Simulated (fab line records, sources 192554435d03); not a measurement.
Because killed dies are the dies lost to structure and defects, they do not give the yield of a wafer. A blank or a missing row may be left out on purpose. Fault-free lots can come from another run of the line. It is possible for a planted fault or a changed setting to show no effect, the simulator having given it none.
Chamber matching / flow n5Finfet / N5_BEOL_M12_ETCH_67 on rieDiel-05 has 4 sister chambers
The step etches SiARC in CF4, target depth 143 nm, time 238.3 s. 8 wafers are shown with their chamber, then 9 later ones without.

EACH WAFER AND ITS CHAMBER
wafer=L078.1; chamber=1; drypumpMotorCurrentA (A)=5.2; showerheadPlenumPTorr (Torr)=2.19
wafer=L089.1; chamber=2; drypumpMotorCurrentA (A)=6.3; showerheadPlenumPTorr (Torr)=2.25
wafer=L090.2; chamber=0; drypumpMotorCurrentA (A)=6.1; showerheadPlenumPTorr (Torr)=2.20
wafer=L090.4; chamber=3; drypumpMotorCurrentA (A)=5.6; showerheadPlenumPTorr (Torr)=2.25
wafer=L090.6; chamber=0; drypumpMotorCurrentA (A)=6.0; showerheadPlenumPTorr (Torr)=2.20
wafer=L092.1; chamber=1; drypumpMotorCurrentA (A)=5.2; showerheadPlenumPTorr (Torr)=2.19
wafer=L092.2; chamber=3; drypumpMotorCurrentA (A)=5.6; showerheadPlenumPTorr (Torr)=2.25
wafer=L092.3; chamber=2; drypumpMotorCurrentA (A)=6.3; showerheadPlenumPTorr (Torr)=2.24

WAFERS WITH NO CHAMBER GIVEN
wafer=L093.1; drypumpMotorCurrentA (A)=5.2; showerheadPlenumPTorr (Torr)=2.18
wafer=L093.2; drypumpMotorCurrentA (A)=6.4; showerheadPlenumPTorr (Torr)=2.24
wafer=L093.3; drypumpMotorCurrentA (A)=5.6; showerheadPlenumPTorr (Torr)=2.25
wafer=L096.2; drypumpMotorCurrentA (A)=6.1; showerheadPlenumPTorr (Torr)=2.20
wafer=L096.3; drypumpMotorCurrentA (A)=6.3; showerheadPlenumPTorr (Torr)=2.24
wafer=L096.6; drypumpMotorCurrentA (A)=6.3; showerheadPlenumPTorr (Torr)=2.24
wafer=L097.1; drypumpMotorCurrentA (A)=5.2; showerheadPlenumPTorr (Torr)=2.18
wafer=L097.3; drypumpMotorCurrentA (A)=5.6; showerheadPlenumPTorr (Torr)=2.25
wafer=L097.6; drypumpMotorCurrentA (A)=6.3; showerheadPlenumPTorr (Torr)=2.24

CHAMBER TAKEN BY EACH
wafer=L093.1; from the rows above=1; in truth=1
wafer=L093.2; from the rows above=2; in truth=2
wafer=L093.3; from the rows above=3; in truth=3
wafer=L096.2; from the rows above=0; in truth=0
wafer=L096.3; from the rows above=2; in truth=2
wafer=L096.6; from the rows above=2; in truth=2
wafer=L097.1; from the rows above=1; in truth=1
wafer=L097.3; from the rows above=3; in truth=3
wafer=L097.6; from the rows above=2; in truth=2
9 of 9 placed correctly. Can't be placed from these rows: 0. Placed wrongly: 0.
How it was worked out, from the rows above alone: a wafer's distance from a chamber is the root of the sum, over the readings, of the square of ((its reading less the chamber's mean) divided by the reading's scatter). The wafer belongs to the nearest chamber; if the next one is less than 2 further off, it can't be placed. For every chamber, the mean is computed from those of its wafers that are shown. The scatter: the root of (the sum of the squares of (reading less its chamber's mean) over the shown wafers, divided by (wafers less chambers)).
